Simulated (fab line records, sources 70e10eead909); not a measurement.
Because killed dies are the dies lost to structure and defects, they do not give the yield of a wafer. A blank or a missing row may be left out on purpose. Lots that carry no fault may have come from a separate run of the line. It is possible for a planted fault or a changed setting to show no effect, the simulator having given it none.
A lot that was struck, set against a sound lot -- flow nandHarc -- 43 steps out of a route of 1159
Sound: these wafers, L111.1, L111.3, L111.5. Struck: wafer L125.6 (L125.2, L125.4, from the same lot, were not struck and are left out); the cause is given at the end.
Per side, at each step with rows, come the tool, then ch with its chambers, and then its first start. Under that, the readings that differ: sound wafers -- struck wafers -- difference of the means -- sigmas: that difference in standard deviations of wafers without a fault.
alike: a reading whose means differ by less than 2 such deviations, as well as words and numbers matching on both sides. not compared: withheld readings; readings where some wafer has no value; bounds like >300 that might hide an equal value; numbers whose values overlap and for which the record gives no deviation.
The two part at a step that has a row with sigmas, a row that says differs or no value, or rows on one side only. Numbers that don't overlap but have no deviation are shown without sigmas and don't part them. A reading that every wafer of one side lacks parts them only if that side has two wafers or more.

first, 1 step without rows for these wafers: NHARC_P_STI_ANNEAL_34 (time 1800 s).
NHARC_P_STI_CMP_21: polishes, t overpolish 20 s, target thk 380.67 nm.
  sound on cmp-02 ch 0,3, day 3 03:29; struck on cmp-03 ch 1, day 6 18:28
  alike: motorCurrentA, overpolishRunS
then, 7 steps without rows for these wafers: NHARC_P_STI_SRD_35; NHARC_P_STI_ETCH_36 (etches SiO2 in dHF, target depth 38.8 nm); NHARC_P_STI_STRIP_24 (strips Si3N4 in H3PO4); NHARC_P_STI_ETCH_37 (etches SiO2 in dHF, target depth 11 nm); NHARC_P_STI_PRECLEAN_38 (cleans in SC1); NHARC_P_STI_SRD_39; NHARC_P_STI_OXIDE_40 (material SiO2, target thk 10 nm, ox time 1362 s).
NHARC_P_STI_INSPECT_25:
  sound on defectInspect-02, day 3 12:13; struck on defectInspect-02, day 7 02:54
  alike: rawDefectCount
then, 1 step without rows for these wafers: NHARC_P_GATE_ETCH_69 (etches SiO2 in dHF, target depth 14 nm).
NHARC_P_GATE_PRECLEAN_70: cleans in SC1.
  sound on wetBench-09 ch 0,1,3, day 3 12:22; struck on wetBench-09 ch 0,1,7, day 7 03:03
then, 10 steps without rows for these wafers: NHARC_P_GATE_SRD_01; NHARC_P_GATE_OXIDE_02 (material SiO2, target thk 37.5 nm, ox time 365 s); NHARC_P_GATE_DEHYDRATE_03 (time 120 s); NHARC_P_GATE_HMDS_04 (time 30 s); NHARC_P_GATE_COAT_05; NHARC_P_GATE_SOFTBAKE_06 (time 95 s); NHARC_P_GATE_EBR_07; NHARC_P_GATE_EXPOSE_08 (exposes mask P HV); NHARC_P_GATE_PEB_09 (peb time 85 s); NHARC_P_GATE_DEVELOP_10 (time 70 s).
NHARC_P_GATE_CD_MEAS_11: the cd target is 1640 nm.
  sound on cdSem-01 ch 0, day 3 20:23; struck on cdSem-03 ch 0, day 7 11:11
  alike: cdNm
then, 1 step without rows for these wafers: NHARC_P_GATE_HARDBAKE_12 (time 80 s).
NHARC_P_GATE_DESCUM_13: chemistry O2, time 3 s.
  sound on rieDiel-13 ch 2,3, day 3 20:32; struck on rieDiel-03 ch 0, day 7 11:22
  alike: chamberPressureMTorr, drypumpMotorCurrentA, oesProductAu, rfVppV, showerheadPlenumPTorr, throttleValvePct
  not compared: rfHoursCounterH
then, 6 steps without rows for these wafers: NHARC_P_GATE_ETCH_14 (etches SiO2 in dHF, target depth 48.8 nm); NHARC_P_GATE_STRIP_15 (strips in SPM, time 780 s); NHARC_P_GATE_PRECLEAN_71 (cleans in SC1); NHARC_P_GATE_SRD_72; NHARC_P_GATE_OXIDE_16 (material SiO2, target thk 3 nm, ox time 392 s); NHARC_P_GATE_CVD_17 (deposits poly-Si, target thk 150 nm, time 900 s).
NHARC_P_GATE_HM_DEP_102: deposits aC, target thk 120 nm.
  sound on aclDep-02 ch 0, day 4 10:05; struck on aclDep-03 ch 0, day 8 02:55
  alike: throttleValvePct
NHARC_P_GATE_DEP_103: deposits SiON, target thk 30 nm.
  sound on pecvd-04 ch 0,1,2, day 4 10:47; struck on pecvd-04 ch 2, day 8 03:30
  alike: heaterPowerW, rfFwdPowerW
then, 8 steps without rows for these wafers: NHARC_P_GATE_DEHYDRATE_18 (time 120 s); NHARC_P_GATE_HMDS_19 (time 30 s); NHARC_P_GATE_COAT_20 (resist thk 90 nm); NHARC_P_GATE_SOFTBAKE_21 (time 55 s); NHARC_P_GATE_EBR_22; NHARC_P_GATE_EXPOSE_23 (exposes mask P GATE, target cd 120 nm); NHARC_P_GATE_PEB_24 (peb time 65 s); NHARC_P_GATE_DEVELOP_25 (develop time 35 s).
NHARC_P_GATE_INSPECT_28:
  sound on defectInspect-02, day 4 11:26; struck on defectInspect-01, day 8 04:18
reading,sound,struck,difference,sigmas
rawDefectCount,6 6 8,15,+8,+3
-- the record jumps here: 15 days lie between the struck wafers' starts before and after (it left off in module P_GATE and takes up again in module END, whose first step shown is number 1159 of the route) --
NHARC_END_SORT_01:
  here the record holds rows for the struck wafers (prober-01 ch 0, day 23 01:29) but none for the sound ones

== WHERE THEY PART ==
Last at NHARC_END_SORT_01 as far as this record goes, first at NHARC_P_GATE_INSPECT_28.

WHY: the cause the simulator had injected
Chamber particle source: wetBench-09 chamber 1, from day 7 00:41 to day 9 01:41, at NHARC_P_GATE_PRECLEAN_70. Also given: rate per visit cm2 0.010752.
